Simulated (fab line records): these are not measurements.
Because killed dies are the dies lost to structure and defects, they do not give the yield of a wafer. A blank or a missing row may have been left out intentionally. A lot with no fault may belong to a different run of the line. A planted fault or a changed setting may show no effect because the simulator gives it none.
Chamber matching    flow nand harc    rie diel-05 running NHARC_A_CHANNEL_FILL_D1_ETCHBACK_20: 4 sister chambers
The step etches the open film in C4F8/O2/Ar, target depth 27 nm, time 13.5 s. 4 wafers are shown with their chamber, then 8 later ones without.

== WAFERS, EACH WITH ITS CHAMBER ==
wafer   chamber  rf vpp V (V)
L083.2  2        971
L083.6  0        970
L086.4  1        973
L088.2  3        988

== WAFERS WITHOUT THEIR CHAMBER ==
wafer   rf vpp V (V)
L088.4  971
L088.5  969
L092.1  971
L092.3  987
L092.6  970
L095.1  969
L095.3  970
L095.5  990

== CHAMBER TAKEN BY EACH ==
wafer   from the rows above      in truth
L088.4  can't be placed: 2 or 0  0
L088.5  can't be placed: 0 or 2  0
L092.1  can't be placed: 2 or 0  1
L092.3  3                        3
L092.6  can't be placed: 0 or 2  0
L095.1  can't be placed: 0 or 2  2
L095.3  can't be placed: 0 or 2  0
L095.5  3                        3
Correctly placed: 2 of 8. From these rows, 6 cannot be placed; in 5 the true chamber is one of the candidates. Wrongly placed: 0.
How it was worked out, from the rows above alone: a wafer's distance from a chamber is the root of the sum, over the readings, of the square of ((its reading less the chamber's mean) divided by the reading's scatter). The wafer belongs to the nearest chamber; if the next one is less than 2 further off, it can't be placed. For every chamber, the mean is computed from those of its wafers that are shown. The scatter: root of mean squared gap, hidden wafer to nearest shown wafer, with one shown wafer a chamber.
